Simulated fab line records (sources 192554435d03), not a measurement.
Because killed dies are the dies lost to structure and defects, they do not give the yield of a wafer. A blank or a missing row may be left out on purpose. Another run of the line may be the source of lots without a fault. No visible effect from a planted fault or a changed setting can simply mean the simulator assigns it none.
Chamber matching | flow n5-finfet | 4 sister chambers for N5_BEOL_M9_ETCH_62 on rie-diel-02
The step etches SOC in N2/H2, target depth 110 nm, overetch 22 nm, time 165 s. 4 wafers are shown with their chamber, then 7 later ones without.

WAFERS PAIRED WITH THEIR CHAMBERS
wafer  | chamber | drypump-motor-current-A (A)
L086.1 | 2       | 6.8
L086.5 | 1       | 6.2
L087.3 | 3       | 6.5
L087.4 | 0       | 5.0

WAFERS MISSING THEIR CHAMBER
wafer  | drypump-motor-current-A (A)
L087.6 | 6.2
L089.1 | 6.2
L089.2 | 5.0
L089.4 | 6.5
L094.1 | 6.5
L094.4 | 6.7
L094.6 | 5.0

CHAMBER TAKEN BY EACH
wafer  | from the rows above | in truth
L087.6 | 1                   | 1
L089.1 | 1                   | 1
L089.2 | 0                   | 0
L089.4 | 3                   | 3
L094.1 | 3                   | 3
L094.4 | 2                   | 2
L094.6 | 0                   | 0
7 of 7 placed correctly. Not placeable from these rows: 0. 0 placed wrongly.
How it was worked out, from the rows above alone: a wafer's distance from a chamber is the root of the sum, over the readings, of the square of ((its reading less the chamber's mean) divided by the reading's scatter). The wafer belongs to the nearest chamber; if the next one is less than 2 further off, it can't be placed. A chamber's mean is the mean of its shown wafers. The scatter: with one shown wafer a chamber, the root of the mean of the squares of how far each hidden wafer lies from its nearest shown one.
